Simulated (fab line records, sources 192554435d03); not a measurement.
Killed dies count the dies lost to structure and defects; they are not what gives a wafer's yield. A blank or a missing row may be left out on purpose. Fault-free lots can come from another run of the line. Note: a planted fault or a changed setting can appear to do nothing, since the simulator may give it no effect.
fab line records	flow n5Finfet
record: lots: 24	wafers: 72	lastDay: 18
route steps=1938 shown DUMMY_GATE@250 SD_EPI_P@304 ILD0@346 SDB@347
lots untouched by any fault: they come from a run of this same line in which no faults occurred
startH: the number of hours between the record's first day and the start of the first shown wafer of the lot	waitH: hours since the lot's step before	" same as the row above	L1.1+2: one row covering several wafers at once	- no value, or no start was given	* or withheld: withheld	< > ~ a bound
route shown NAME@n: names a module that has steps shown in the file, with the first one's number in the route	usual: average and standard deviation across the fault-free wafers	same: alike in all rows	chamber/n: place in a boat	sites: per-site readings	_std_site: how widely they spread, as a standard deviation	_edge_site: inner sites' mean taken away from outer sites' mean	radiusMm: how far each site lies from the wafer's centre	mask NAME#n: copy n	behind: the last tool/chamber to shape the wafer	hold: cause of the lot's hold/its duration in hours/its outcome	device: names the non-switching transistor (n, p or np)	end of line: the route-end tests of the same wafers	step lacking rows: just its recipe	killed: not the wafer's yield, but the dies lost to structure and defects at the first sort	map: dies across one wafer; x = killed, . = not, _ = none there
set.NAME: the run value of the setting; set.NAME@STEP: its run value at that earlier step	model.NAME: the simulator's own value behind a step, which no gauge read
the route's steps for a sample of lots (tables are steps, rows are wafers)
services: from which hour (startH, from the record's first day; less than 0 if before it) a tool's chamber was out of use, for how many hours, and why
== steps ==
step: N5_DUMMY_GATE_ETCH_42
recipe: chemistry: CHF3/O2	target: SiO2	targetDepthA: 35	timeS: 31	ionEnergyEv: 30	biasW: 12	pressureMtorr: 30	sourceW: 600	Ar_flow_sccm: 200	CHF3_flow_sccm: 50	O2_flow_sccm: 5
usual: drypumpMotorCurrentA: 5.7/0.31	oesProductAu: 0.81/0.069	rfVppV: 42.8/1.4	showerheadPlenumPTorr: 2.41/0.082	throttleValvePct: 18.74/0.25
lot.wafer	tool	chamber	startH	waitH	drypumpMotorCurrentA	oesProductAu	rfHoursCounterH	rfVppV	showerheadPlenumPTorr	throttleValvePct
L074.1	rieDiel-03	1	48.93	0.0	5.3	0.86	62	43.9	2.47	18.63
L074.4	"	0	"	"	5.7	0.98	1	43.5	2.57	18.93
L074.5	"	3	"	"	5.9	0.74	-	42.4	2.42	18.97
L075.3	rieDiel-04	3	57.03	0.1	5.0	0.82	86	43.0	2.42	18.29
L075.4	"	0	"	"	5.7	0.84	67	41.5	2.42	18.67
L075.6	"	1	"	"	5.7	0.94	-	43.2	2.36	18.44
L076.2	rieDiel-04	1	61.84	0.1	5.7	0.93	24	43.8	2.36	18.44
L076.3	"	3	"	"	5.0	0.82	89	43.6	2.42	18.31
L076.5	"	1	"	"	5.7	0.95	-	43.4	2.36	18.45
L077.2	rieDiel-04	0	64.59	0.0	5.7	0.84	70	42.9	2.42	18.66
L077.3	"	1	"	"	5.7	0.94	26	44.7	2.36	18.44
L077.5	"	2	"	"	6.1	0.73	-	42.2	2.29	18.81
L078.1	rieDiel-03	2	70.85	0.0	5.6	0.81	112	42.6	2.54	19.15
L078.2	"	3	"	"	5.9	0.73	180	41.8	2.42	18.99
L078.6	"	0	"	"	5.7	0.94	-	44.0	2.56	18.95
L079.1	rieDiel-01	3	80.66	0.0	5.7	0.80	110	40.5	2.33	18.91
L079.2	"	1	"	"	5.9	0.76	163	41.2	2.32	18.89
L079.5	"	0	"	"	5.8	0.89	-	44.8	2.47	18.49
L080.2	rieDiel-01	2	83.93	0.1	6.3	0.76	148	42.7	2.53	18.83
L080.3	"	3	"	"	5.7	0.79	111	42.1	2.33	18.91
L080.5	"	0	"	"	5.8	0.89	-	44.0	2.47	18.50
L081.2	rieDiel-04	3	90.53	0.0	5.0	0.82	96	43.3	2.42	18.33
L081.5	"	1	"	"	5.6	0.92	-	42.9	2.36	18.47
L081.6	"	0	"	"	5.7	0.84	-	41.0	2.42	18.68
L082.1	rieDiel-04	2	97.98	0.0	6.0	0.72	197	42.0	2.29	18.80
L082.2	"	1	"	"	5.7	0.92	36	44.7	2.35	18.48
L082.3	"	0	"	"	5.7	0.82	80	40.5	2.42	18.67
L083.4	rieDiel-03	3	105.63	0.1	5.9	0.72	191	40.8	2.41	18.99
L083.5	"	2	"	"	5.6	0.78	-	43.0	2.54	19.19
L083.6	"	1	"	"	5.3	0.83	-	43.0	2.46	18.67
L084.2	rieDiel-04	3	109.32	0.0	5.0	0.80	103	44.5	2.41	18.31
L084.3	"	1	"	"	5.7	0.90	40	44.3	2.35	18.45
L084.4	"	0	"	"	5.7	0.82	-	41.0	2.42	18.69
L085.4	rieDiel-03	0	115.97	0.1	5.7	0.90	25	45.4	2.56	18.97
L085.5	"	0	"	"	5.7	0.91	-	44.7	2.56	18.98
L085.6	"	3	"	"	5.9	0.71	-	42.4	2.41	19.01
L086.2	rieDiel-04	1	120.04	0.3	5.7	0.91	43	42.4	2.35	18.47
L086.4	"	3	"	"	5.0	0.81	105	44.4	2.41	18.32
L086.5	"	0	"	"	5.7	0.82	-	39.7	2.42	18.71
L087.2	rieDiel-04	1	125.21	0.0	5.7	0.91	45	42.9	2.35	18.47
L087.3	"	3	"	"	5.0	0.80	107	40.7	2.41	18.35
L087.6	"	3	"	"	5.0	0.80	-	44.7	2.41	18.33
L088.1	rieDiel-03	3	130.94	0.0	5.9	0.71	200	41.8	2.41	19.03
L088.3	"	1	"	"	5.4	0.82	91	40.4	2.46	18.69
L088.4	"	2	"	"	5.6	0.78	132	43.4	2.53	19.19
L089.3	rieDiel-04	2	135.66	0.0	6.0	0.71	205	43.4	2.29	18.83
L089.4	"	0	"	"	5.7	0.81	93	40.6	2.41	18.70
L089.5	"	0	"	"	5.7	0.81	-	41.9	2.41	18.69
L090.3	rieDiel-01	1	142.29	0.0	5.9	0.74	182	42.9	2.31	18.92
L090.4	"	0	"	"	5.8	0.86	40	44.3	2.46	18.53
L090.6	"	3	"	"	5.7	0.78	-	42.3	2.32	18.94
L091.2	rieDiel-01	0	150.85	0.0	5.8	0.85	43	43.9	2.46	18.53
L091.4	"	1	"	"	5.9	0.74	185	43.2	2.31	18.93
L091.5	"	2	"	"	6.3	0.75	-	44.2	2.52	18.86
L092.1	rieDiel-01	2	156.41	0.1	6.3	0.75	170	44.3	2.52	18.88
L092.4	"	3	"	"	5.7	0.77	133	41.5	2.32	18.95
L092.6	"	3	"	"	5.7	0.77	-	41.6	2.32	18.94
L093.1	rieDiel-04	3	163.07	0.2	5.0	0.79	117	42.9	2.41	18.34
L093.2	"	2	"	"	6.0	0.72	210	43.1	2.29	18.84
L093.6	"	0	"	"	5.7	0.81	-	40.0	2.41	18.73
L094.2	rieDiel-03	1	167.85	0.0	5.4	0.81	102	41.4	2.45	18.71
L094.3	"	0	"	"	5.7	0.88	41	43.9	2.55	18.99
L094.6	"	0	"	"	5.7	0.88	-	43.9	2.55	19.02
L095.1	rieDiel-03	2	173.01	0.0	5.6	0.76	145	44.6	2.53	19.20
L095.3	"	1	"	"	5.4	0.81	104	41.3	2.45	18.71
L095.5	"	2	"	"	5.6	0.78	-	44.0	2.53	19.21
L096.1	rieDiel-01	3	180.31	0.0	5.7	0.76	139	41.9	2.32	18.95
L096.2	"	2	"	"	6.3	0.74	176	45.0	2.51	18.88
L096.5	"	0	"	"	5.8	0.84	-	45.0	2.46	18.53
L097.1	rieDiel-04	3	184.81	0.0	5.0	0.78	123	42.8	2.41	18.33
L097.2	"	2	"	"	6.0	0.70	215	42.4	2.28	18.83
L097.4	"	0	"	"	5.7	0.80	106	39.5	2.41	18.71
step: N5_SD_EPI_P_OVL_MEAS_10
recipe: pointsPerWafer: 44
usual: SD_P_BLK_OVL: -0.5/0.73
lot.wafer	tool	chamber	startH	waitH	SD_P_BLK_OVL[nm]
L074.1	overlay-01	0	54.86	0.0	-1.5
L074.4	"	0	"	"	0.0
L074.5	"	0	"	"	-0.8
L075.3	overlay-01	0	63.16	0.0	0.4
L075.4	"	0	"	"	0.6
L075.6	"	0	"	"	1.0
L076.2	overlay-02	0	67.55	0.0	-1.2
L076.3	"	0	"	"	-0.3
L076.5	"	0	"	"	-1.1
L077.2	overlay-02	0	71.47	0.0	0.4
L077.3	"	0	"	"	-0.3
L077.5	"	0	"	"	0.4
L078.1	overlay-01	0	76.60	0.0	-0.7
L078.2	"	0	"	"	-1.2
L078.6	"	0	"	"	-0.8
L079.1	overlay-02	0	86.56	0.0	0.6
L079.2	"	0	"	"	0.9
L079.5	"	0	"	"	0.2
L080.2	overlay-01	0	90.38	0.0	-1.0
L080.3	"	0	"	"	-1.0
L080.5	"	0	"	"	-0.8
L081.2	overlay-02	0	98.52	0.0	-0.2
L081.5	"	0	"	"	-1.4
L081.6	"	0	"	"	-2.3
L082.1	overlay-02	0	105.59	0.0	-0.1
L082.2	"	0	"	"	-1.3
L082.3	"	0	"	"	0.2
L083.4	overlay-01	0	113.10	0.0	-0.2
L083.5	"	0	"	"	-0.8
L083.6	"	0	"	"	-1.4
L084.2	overlay-02	0	114.89	0.0	-0.8
L084.3	"	0	"	"	-1.5
L084.4	"	0	"	"	-0.8
L085.4	overlay-01	0	121.68	0.0	0.2
L085.5	"	0	"	"	-0.8
L085.6	"	0	"	"	-0.6
L086.2	overlay-02	0	125.66	0.0	0.5
L086.4	"	0	"	"	0.6
L086.5	"	0	"	"	0.4
L087.2	overlay-02	0	131.15	0.0	-1.1
L087.3	"	0	"	"	-0.5
L087.6	"	0	"	"	-1.4
L088.1	overlay-01	0	137.07	0.0	-1.7
L088.3	"	0	"	"	-0.6
L088.4	"	0	"	"	-1.2
L089.3	overlay-02	0	142.14	0.0	-0.4
L089.4	"	0	"	"	-1.0
L089.5	"	0	"	"	-0.4
L090.3	overlay-02	0	148.49	0.0	-1.2
L090.4	"	0	"	"	0.5
L090.6	"	0	"	"	0.4
L091.2	overlay-02	0	160.79	0.0	-1.5
L091.4	"	0	"	"	-0.3
L091.5	"	0	"	"	0.4
L092.1	overlay-01	0	162.00	0.0	-1.1
L092.4	"	0	"	"	-1.7
L092.6	"	0	"	"	-1.7
L093.1	overlay-02	0	168.94	0.0	-1.4
L093.2	"	0	"	"	0.2
L093.6	"	0	"	"	0.1
L094.2	overlay-01	0	173.89	0.0	-0.3
L094.3	"	0	"	"	0.2
L094.6	"	0	"	"	-0.6
L095.1	overlay-01	0	181.09	0.0	-0.1
L095.3	"	0	"	"	0.0
L095.5	"	0	"	"	0.6
L096.1	overlay-02	0	187.12	0.0	-0.6
L096.2	"	0	"	"	-1.5
L096.5	"	0	"	"	-0.9
L097.1	overlay-02	0	191.49	0.0	-0.2
L097.2	"	0	"	"	-0.4
L097.4	"	0	"	"	0.6
step: N5_SD_EPI_P_DESCUM_14
recipe: chemistry: O2	timeS: 7.9	sourcePowerW: 50	biasPowerW: 20	pressureMtorr: 20	rfFrequencyHz: 2.712e+07	tempC: 40	resist: CAR-ArF-block	o2FlowSccm: 225
usual: drypumpMotorCurrentA: 5.8/0.31	oesProductAu: 0.80/0.065	rfVppV: 243.2/1.5	showerheadPlenumPTorr: 2.10/0.073	throttleValvePct: 20.42/0.22
lot.wafer	tool	chamber	startH	waitH	drypumpMotorCurrentA	oesProductAu	rfHoursCounterH	rfVppV	showerheadPlenumPTorr	throttleValvePct
L074.1	rieDiel-04	1	55.16	0.3	5.7	0.95	21	241.3	2.08	20.33
L074.4	"	0	"	"	5.7	0.85	66	244.7	2.15	20.59
L074.5	"	0	"	"	5.7	0.85	-	244.8	2.15	20.57
L075.3	rieDiel-04	2	63.21	0.0	6.0	0.73	186	239.5	1.99	20.43
L075.4	"	0	"	"	5.7	0.84	70	243.9	2.15	20.58
L075.6	"	1	"	"	5.7	0.93	-	242.5	2.08	20.34
L076.2	rieDiel-03	1	67.80	0.2	5.3	0.84	70	244.0	2.11	20.10
L076.3	"	3	"	"	5.9	0.73	180	244.6	2.09	20.55
L076.5	"	2	"	"	5.7	0.79	-	245.1	2.18	20.60
L077.2	rieDiel-01	2	71.60	0.1	6.3	0.76	142	245.0	2.20	20.45
L077.3	"	1	"	"	5.9	0.75	159	240.5	2.02	20.68
L077.5	"	1	"	"	5.9	0.74	-	241.2	2.02	20.66
L078.1	rieDiel-03	1	76.66	0.0	5.3	0.84	74	243.9	2.11	20.10
L078.2	"	2	"	"	5.6	0.79	114	245.2	2.18	20.61
L078.6	"	1	"	"	5.3	0.84	-	244.0	2.11	20.09
L079.1	rieDiel-01	2	86.62	0.0	6.3	0.76	149	244.2	2.19	20.48
L079.2	"	1	"	"	5.9	0.75	166	243.4	2.02	20.70
L079.5	"	0	"	"	5.7	0.89	-	244.3	2.16	20.22
L080.2	rieDiel-01	0	90.44	0.0	5.8	0.88	25	242.9	2.16	20.22
L080.3	"	3	"	"	5.7	0.80	113	240.8	2.00	20.41
L080.5	"	1	"	"	5.9	0.75	-	242.0	2.02	20.68
L081.2	rieDiel-04	1	98.58	0.0	5.7	0.94	36	242.3	2.08	20.33
L081.5	"	3	"	"	5.0	0.82	-	244.9	2.10	19.92
L081.6	"	2	"	"	6.0	0.73	-	241.2	1.99	20.43
L082.1	rieDiel-01	2	105.84	0.2	6.4	0.75	155	244.4	2.19	20.47
L082.2	"	0	"	"	5.7	0.87	30	243.7	2.16	20.23
L082.3	"	1	"	"	5.9	0.75	172	242.1	2.02	20.70
L083.4	rieDiel-03	0	113.15	0.0	5.7	0.91	24	245.9	2.21	20.56
L083.5	"	0	"	"	5.7	0.91	-	245.7	2.21	20.55
L083.6	"	1	"	"	5.4	0.83	-	244.1	2.11	20.10
L084.2	rieDiel-03	1	115.31	0.4	5.3	0.83	86	242.5	2.11	20.12
L084.3	"	3	"	"	5.9	0.71	195	241.1	2.08	20.56
L084.4	"	2	"	"	5.6	0.77	126	244.9	2.17	20.61
L085.4	rieDiel-04	1	121.73	0.0	5.7	0.90	43	242.6	2.08	20.34
L085.5	"	1	"	"	5.7	0.91	-	244.5	2.08	20.36
L085.6	"	0	"	"	5.7	0.83	-	243.6	2.14	20.61
L086.2	rieDiel-01	1	125.72	0.0	5.9	0.74	178	241.2	2.02	20.71
L086.4	"	2	"	"	6.3	0.74	161	245.1	2.19	20.47
L086.5	"	1	"	"	5.9	0.72	-	240.5	2.02	20.69
L087.2	rieDiel-03	0	131.21	0.0	5.7	0.90	29	245.5	2.21	20.57
L087.3	"	2	"	"	5.6	0.77	132	245.9	2.17	20.64
L087.6	"	0	"	"	5.7	0.91	-	245.6	2.21	20.56
L088.1	rieDiel-01	2	137.13	0.0	6.3	0.74	164	243.6	2.19	20.48
L088.3	"	3	"	"	5.7	0.78	127	241.1	1.99	20.44
L088.4	"	1	"	"	5.9	0.73	181	242.7	2.02	20.69
L089.3	rieDiel-03	0	142.20	0.0	5.7	0.90	32	243.8	2.21	20.56
L089.4	"	2	"	"	5.6	0.76	135	244.8	2.17	20.64
L089.5	"	0	"	"	5.8	0.90	-	247.1	2.21	20.57
L090.3	rieDiel-01	2	148.60	0.1	6.3	0.75	167	245.0	2.19	20.51
L090.4	"	0	"	"	5.8	0.84	42	243.2	2.16	20.24
L090.6	"	0	"	"	5.7	0.85	-	243.9	2.16	20.24
L091.2	rieDiel-04	0	160.84	0.0	5.7	0.81	100	241.9	2.14	20.62
L091.4	"	2	"	"	6.0	0.72	209	242.4	1.99	20.45
L091.5	"	0	"	"	5.7	0.82	-	243.4	2.14	20.63
L092.1	rieDiel-01	2	162.06	0.0	6.4	0.74	171	245.6	2.19	20.49
L092.4	"	1	"	"	5.9	0.73	188	241.7	2.01	20.71
L092.6	"	1	"	"	5.9	0.72	-	241.8	2.01	20.71
L093.1	rieDiel-04	2	169.02	0.1	6.1	0.71	210	240.8	1.99	20.45
L093.2	"	0	"	"	5.7	0.80	102	243.4	2.14	20.64
L093.6	"	1	"	"	5.7	0.89	-	241.5	2.07	20.38
L094.2	rieDiel-01	1	173.95	0.0	5.9	0.73	191	241.1	2.01	20.71
L094.3	"	0	"	"	5.8	0.84	49	243.5	2.15	20.25
L094.6	"	3	"	"	5.7	0.77	-	242.1	1.99	20.44
L095.1	rieDiel-01	3	181.15	0.0	5.7	0.77	139	241.4	1.99	20.46
L095.3	"	1	"	"	5.9	0.73	193	241.2	2.01	20.71
L095.5	"	2	"	"	6.4	0.73	-	243.7	2.18	20.51
L096.1	rieDiel-01	2	187.18	0.0	6.4	0.74	178	244.1	2.18	20.50
L096.2	"	1	"	"	5.9	0.73	195	242.2	2.01	20.73
L096.5	"	1	"	"	5.9	0.73	-	241.8	2.01	20.74
L097.1	rieDiel-04	2	191.55	0.0	6.0	0.69	217	241.0	1.98	20.46
L097.2	"	3	"	"	5.0	0.77	124	244.6	2.09	19.94
L097.4	"	0	"	"	5.7	0.80	107	242.8	2.13	20.64
step: N5_SD_EPI_P_EPI_MEAS_23
recipe: mode: xrd
usual: thkNm: 61.2/1.3
lot.wafer	tool	chamber	startH	waitH	thkNm
L074.1	filmMetro-02	-	58.73	1.9	59.3
L074.4	"	-	"	"	59.9
L074.5	"	-	"	"	60.0
L075.3	filmMetro-01	-	66.76	1.1	61.1
L075.4	"	-	"	"	61.1
L075.6	"	-	"	"	61.3
L076.2	filmMetro-02	-	71.34	1.5	59.9
L076.3	"	-	"	"	61.1
L076.5	"	-	"	"	59.9
L077.2	filmMetro-01	-	76.00	2.0	62.8
L077.3	"	-	"	"	61.8
L077.5	"	-	"	"	60.4
L078.1	filmMetro-01	-	81.06	2.5	58.8
L078.2	"	-	"	"	61.1
L078.6	"	-	"	"	61.0
L079.1	filmMetro-01	-	90.16	1.8	59.5
L079.2	"	-	"	"	62.0
L079.5	"	-	"	"	62.7
L080.2	filmMetro-01	-	94.83	2.0	59.9
L080.3	"	-	"	"	64.5
L080.5	"	-	"	"	62.3
L081.2	filmMetro-01	-	102.36	1.5	63.9
L081.5	"	-	"	"	62.1
L081.6	"	-	"	"	61.7
L082.1	filmMetro-02	-	109.38	1.8	63.9
L082.2	"	-	"	"	62.5
L082.3	"	-	"	"	62.5
L083.4	filmMetro-02	-	118.71	1.3	60.3
L083.5	"	-	"	"	59.8
L083.6	"	-	"	"	59.1
L084.2	filmMetro-02	-	119.70	2.0	61.2
L084.3	"	-	"	"	62.2
L084.4	"	-	"	"	60.9
L085.4	filmMetro-02	-	125.28	0.8	63.2
L085.5	"	-	"	"	62.9
L085.6	"	-	"	"	63.2
L086.2	filmMetro-02	-	129.26	1.5	60.3
L086.4	"	-	"	"	60.1
L086.5	"	-	"	"	61.5
L087.2	filmMetro-02	-	135.59	2.0	60.9
L087.3	"	-	"	"	61.5
L087.6	"	-	"	"	62.1
L088.1	filmMetro-02	-	144.14	4.3	60.9
L088.3	"	-	"	"	61.4
L088.4	"	-	"	"	61.6
L089.3	filmMetro-02	-	146.62	1.5	60.3
L089.4	"	-	"	"	63.6
L089.5	"	-	"	"	61.2
L090.3	filmMetro-01	-	152.99	1.5	60.7
L090.4	"	-	"	"	62.8
L090.6	"	-	"	"	60.4
L092.1	filmMetro-01	-	165.61	1.8	61.5
L092.4	"	-	"	"	61.0
L092.6	"	-	"	"	60.0
L091.2	filmMetro-01	-	167.84	3.5	58.9
L091.4	"	-	"	"	61.2
L091.5	"	-	"	"	60.5
L093.1	filmMetro-01	-	172.59	1.8	61.6
L093.2	"	-	"	"	60.7
L093.6	"	-	"	"	61.5
L094.2	filmMetro-01	-	177.50	1.5	60.8
L094.3	"	-	"	"	61.2
L094.6	"	-	"	"	59.8
L095.1	filmMetro-02	-	184.69	1.8	60.3
L095.3	"	-	"	"	58.5
L095.5	"	-	"	"	61.4
L096.1	filmMetro-02	-	191.58	2.5	59.0
L096.2	"	-	"	"	59.4
L096.5	"	-	"	"	62.7
L097.1	filmMetro-01	-	195.93	2.4	62.3
L097.2	"	-	"	"	62.9
L097.4	"	-	"	"	62.1
step: N5_ILD0_INSPECT_06
recipe: inspectInstrument: darkfield	mode: postCmp
usual: rawDefectCount: 37/18
lot.wafer	tool	chamber	startH	waitH	rawDefectCount
L074.1	defectInspect-02	-	66.43	0.0	45
L074.4	"	-	"	"	19
L074.5	"	-	"	"	32
L075.3	defectInspect-02	-	74.23	0.0	43
L075.4	"	-	"	"	110
L075.6	"	-	"	"	32
L076.2	defectInspect-02	-	79.58	0.0	85
L076.3	"	-	"	"	39
L076.5	"	-	"	"	38
L077.2	defectInspect-02	-	83.91	0.0	61
L077.3	"	-	"	"	67
L077.5	"	-	"	"	57
L078.1	defectInspect-02	-	88.48	0.0	14
L078.2	"	-	"	"	14
L078.6	"	-	"	"	36
L079.1	defectInspect-02	-	97.52	0.0	49
L079.2	"	-	"	"	33
L079.5	"	-	"	"	38
L080.2	defectInspect-02	-	103.40	0.0	32
L080.3	"	-	"	"	36
L080.5	"	-	"	"	55
L081.2	defectInspect-02	-	109.57	0.0	55
L081.5	"	-	"	"	33
L081.6	"	-	"	"	24
L082.1	defectInspect-02	-	116.57	0.0	52
L082.2	"	-	"	"	58
L082.3	"	-	"	"	49
L083.4	defectInspect-01	-	125.92	0.0	40
L083.5	"	-	"	"	21
L083.6	"	-	"	"	32
L084.2	defectInspect-02	-	127.68	0.0	14
L084.3	"	-	"	"	26
L084.4	"	-	"	"	38
L085.4	defectInspect-02	-	132.65	0.0	38
L085.5	"	-	"	"	70
L085.6	"	-	"	"	63
L086.2	defectInspect-01	-	136.92	0.0	34
L086.4	"	-	"	"	56
L086.5	"	-	"	"	43
L087.2	defectInspect-02	-	143.02	0.0	29
L087.3	"	-	"	"	53
L087.6	"	-	"	"	24
L088.1	defectInspect-02	-	151.34	0.0	15
L088.3	"	-	"	"	17
L088.4	"	-	"	"	28
L089.3	defectInspect-02	-	154.07	0.0	27
L089.4	"	-	"	"	43
L089.5	"	-	"	"	49
L090.3	defectInspect-02	-	160.39	0.0	38
L090.4	"	-	"	"	24
L090.6	"	-	"	"	44
L092.1	defectInspect-01	-	172.94	0.0	21
L092.4	"	-	"	"	34
L092.6	"	-	"	"	30
L091.2	defectInspect-01	-	175.05	0.0	12
L091.4	"	-	"	"	29
L091.5	"	-	"	"	32
L093.1	defectInspect-01	-	179.81	0.0	11
L093.2	"	-	"	"	29
L093.6	"	-	"	"	33
L094.2	defectInspect-01	-	184.71	0.0	37
L094.3	"	-	"	"	25
L094.6	"	-	"	"	34
L095.1	defectInspect-02	-	192.25	0.0	40
L095.3	"	-	"	"	21
L095.5	"	-	"	"	33
L096.1	defectInspect-01	-	198.79	0.0	37
L096.2	"	-	"	"	23
L096.5	"	-	"	"	19
L097.1	defectInspect-01	-	203.30	0.0	33
L097.2	"	-	"	"	45
L097.4	"	-	"	"	37
step: N5_SDB_HM_DEP_00
recipe: material: SiNx	targetThkA: 400	tempC: 400	precursor: SiH4/NH3/N2	pressureTorr: 1.5	rfW: 300	timeS: 35.3
usual: chamberPressureTorr: 1.500/0.0034	heaterPowerW: 726/100	showerheadPlenumPTorr: 5.15/0.067	throttleValvePct: 39.3/3
lot.wafer	tool	chamber	startH	waitH	chamberPressureTorr	heaterPowerW	showerheadPlenumPTorr	throttleValvePct
L074.1	pecvd-03	2	66.47	0.0	1.497	584	5.07	38.5
L074.4	"	0	"	"	1.496	865	5.16	37.7
L074.5	"	2	"	"	1.498	607	5.08	38.7
L075.3	pecvd-04	1	74.26	0.0	1.506	762	5.15	45.7
L075.4	"	2	"	"	1.496	725	5.08	35.9
L075.6	"	0	"	"	1.495	732	5.12	41.9
L076.2	pecvd-03	0	79.62	0.0	1.497	852	5.15	37.6
L076.3	"	2	"	"	1.498	590	5.08	39.0
L076.5	"	0	"	"	1.500	826	5.14	37.8
L077.2	pecvd-03	1	83.95	0.0	1.504	860	5.25	41.7
L077.3	"	0	"	"	1.500	779	5.16	37.7
L077.5	"	0	"	"	1.503	811	5.14	37.9
L078.1	pecvd-01	0	88.52	0.0	1.499	740	5.18	38.6
L078.2	"	1	"	"	1.494	691	5.05	37.8
L078.6	"	2	"	"	1.500	545	5.27	34.7
L079.1	pecvd-04	2	97.56	0.0	1.502	658	5.10	35.9
L079.2	"	0	"	"	1.493	676	5.13	42.1
L079.5	"	1	"	"	1.497	832	5.14	45.9
L080.2	pecvd-03	2	103.44	0.0	1.499	581	5.07	38.8
L080.3	"	0	"	"	1.494	860	5.15	37.9
L080.5	"	2	"	"	1.496	581	5.07	38.7
L081.2	pecvd-04	2	109.60	0.0	1.501	742	5.09	35.7
L081.5	"	2	"	"	1.499	716	5.10	36.0
L081.6	"	1	"	"	1.502	816	5.14	45.9
L082.1	pecvd-01	0	116.61	0.0	1.497	739	5.16	38.4
L082.2	"	2	"	"	1.508	635	5.25	34.9
L082.3	"	1	"	"	1.503	702	5.06	37.8
L083.4	pecvd-01	1	125.98	0.1	1.501	649	5.06	37.8
L083.5	"	2	"	"	1.501	607	5.25	35.0
L083.6	"	0	"	"	1.497	643	5.18	38.7
L084.2	pecvd-01	2	127.72	0.0	1.497	663	5.26	35.2
L084.3	"	0	"	"	1.504	745	5.18	38.7
L084.4	"	1	"	"	1.504	663	5.06	37.7
L085.4	pecvd-03	0	132.71	0.1	1.498	819	5.15	38.0
L085.5	"	2	"	"	1.499	588	5.08	38.7
L085.6	"	1	"	"	1.505	872	5.27	41.5
L086.2	pecvd-04	0	136.96	0.0	1.498	711	5.14	42.0
L086.4	"	2	"	"	1.500	695	5.08	36.3
L086.5	"	1	"	"	1.500	785	5.15	45.7
L087.2	pecvd-01	0	143.06	0.0	1.498	668	5.16	38.7
L087.3	"	1	"	"	1.504	659	5.05	37.8
L087.6	"	1	"	"	1.499	657	5.05	37.9
L088.1	pecvd-03	2	151.38	0.0	1.502	532	5.08	38.8
L088.3	"	0	"	"	1.498	874	5.16	38.1
L088.4	"	2	"	"	1.499	522	5.08	38.9
L089.3	pecvd-03	2	154.13	0.1	1.503	634	5.07	38.9
L089.4	"	0	"	"	1.503	792	5.16	38.0
L089.5	"	2	"	"	1.506	631	5.09	38.7
L090.3	pecvd-03	0	160.42	0.0	1.504	800	5.17	38.0
L090.4	"	2	"	"	1.501	605	5.08	38.7
L090.6	"	1	"	"	1.502	861	5.26	41.7
L092.1	pecvd-03	2	172.98	0.0	1.502	635	5.08	38.8
L092.4	"	1	"	"	1.498	842	5.26	41.4
L092.6	"	0	"	"	1.503	867	5.16	38.1
L091.2	pecvd-03	0	175.08	0.0	1.501	871	5.15	38.3
L091.4	"	2	"	"	1.499	637	5.07	38.7
L091.5	"	1	"	"	1.497	828	5.25	41.4
L093.1	pecvd-04	0	179.84	0.0	1.506	693	5.12	42.5
L093.2	"	1	"	"	1.494	779	5.15	45.8
L093.6	"	1	"	"	1.498	772	5.14	46.0
L094.2	pecvd-03	2	184.75	0.0	1.499	601	5.07	38.6
L094.3	"	1	"	"	1.498	900	5.24	41.4
L094.6	"	0	"	"	1.498	751	5.16	38.3
L095.1	pecvd-04	2	192.29	0.0	1.500	705	5.09	36.2
L095.3	"	0	"	"	1.505	744	5.13	42.0
L095.5	"	1	"	"	1.498	759	5.14	45.5
L096.1	pecvd-01	1	198.83	0.0	1.501	705	5.06	38.1
L096.2	"	0	"	"	1.503	751	5.16	38.7
L096.5	"	0	"	"	1.500	604	5.17	38.8
L097.1	pecvd-04	1	203.34	0.0	1.498	850	5.15	46.0
L097.2	"	2	"	"	1.498	705	5.10	36.6
L097.4	"	2	"	"	1.505	678	5.09	36.7
== services ==
tool	chamber	startH	hours	kind
pecvd-01	0	34.97	2.1	scheduledDown
pecvd-01	-	36.43	5.5	pm
rieDiel-01	-	44.12	14.6	pm
pecvd-03	-	49.73	4.3	pm
pecvd-01	-	50.30	3.1	repair
pecvd-01	2	54.75	2.1	scheduledDown
pecvd-04	0	57.84	1.8	repair
rieDiel-04	3	63.58	3.9	repair
rieDiel-01	3	74.90	5.1	repair
pecvd-04	2	75.09	5.2	repair
pecvd-03	1	89.80	5.5	scheduledDown
pecvd-01	-	90.03	14.6	pm
pecvd-04	2	98.38	2.1	scheduledDown
rieDiel-04	-	146.76	2.8	pm
pecvd-03	1	151.52	7.0	repair
pecvd-01	-	161.94	0.6	repair
pecvd-04	-	162.24	0.8	repair
rieDiel-04	2	163.49	3.9	repair
pecvd-04	0	198.47	5.0	repair
pecvd-03	2	202.38	-	clean
pecvd-03	2	202.38	-	consumableReplace:showerhead
pecvd-03	2	202.38	29.0	scheduledDown
pecvd-03	2	202.38	29.0	ventCycle
== key ==
fault none
